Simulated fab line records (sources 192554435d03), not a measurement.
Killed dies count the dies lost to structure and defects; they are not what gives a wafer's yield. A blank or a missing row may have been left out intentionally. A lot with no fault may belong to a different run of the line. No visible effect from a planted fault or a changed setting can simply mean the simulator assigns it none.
Chamber matching	flow n5Finfet	4 sister chambers for N5_HKMG_FIN_CMP_23 on cmp-01
The step polishes, stops on SiNx, t overpolish 10 s, target thk 46.326 nm. 14 wafers are shown with their chamber, then 7 later ones without.

EACH WAFER AND ITS CHAMBER
wafer	chamber	motorCurrentA (A)	timeToEndpointS (s)	overpolishRunS (s)
L075.3	3	11.2	15.1	10.00
L076.1	2	12.0	16.0	9.99
L076.4	0	13.8	15.0	10.00
L078.1	3	11.1	17.3	9.99
L078.3	1	10.9	9.2	10.01
L081.2	0	13.6	9.9	10.00
L081.3	2	12.1	11.9	10.01
L081.4	1	11.3	8.6	10.01
L082.2	1	11.0	9.2	10.00
L082.4	0	14.1	12.0	10.01
L091.1	3	11.6	15.5	9.99
L091.4	0	14.2	11.4	9.99
L093.3	2	11.9	15.9	10.00
L093.4	1	10.6	9.8	9.98

SIGNATURES (means of the wafers above)
reading	chamber 0	chamber 1	chamber 2	chamber 3	scatter within a chamber
motorCurrentA	13.925	10.950	12.000	11.300	0.252
timeToEndpointS	12.075	9.200	14.600	15.967	1.68
overpolishRunS	10.0000	10.0000	10.0000	9.9933	0.0103
Rule: for each reading, subtract the chamber's mean from the wafer's reading, divide by that reading's scatter and square the result; add these up over the readings and take the root, which gives the wafer's distance from the chamber. If the next closest chamber is less than 2 further off than the closest, the wafer can't be placed; otherwise it belongs to the closest. The scatter: the root of (the sum of the squares of (reading less its chamber's mean) over the shown wafers, divided by (wafers less chambers)).

WAFERS WITHOUT THEIR CHAMBER
wafer	motorCurrentA (A)	timeToEndpointS (s)	overpolishRunS (s)
L095.2	13.7	11.1	10.00
L095.4	12.2	13.8	10.01
L096.2	12.3	12.4	10.01
L096.3	10.8	8.5	10.01
L096.4	10.9	16.7	10.00
L097.1	11.6	13.6	10.01
L097.4	10.4	10.1	10.00

WHICH CHAMBER EACH WENT THROUGH
wafer	from the rows above	in truth
L095.2	0	0
L095.4	2	2
L096.2	2	2
L096.3	1	1
L096.4	3	3
L097.1	can't be placed: 2 or 3 or 1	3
L097.4	1	1
6 of 7 placed correctly. Cannot be placed on the basis of these rows: 1; the candidates contain the true chamber in 1. 0 placed wrongly.
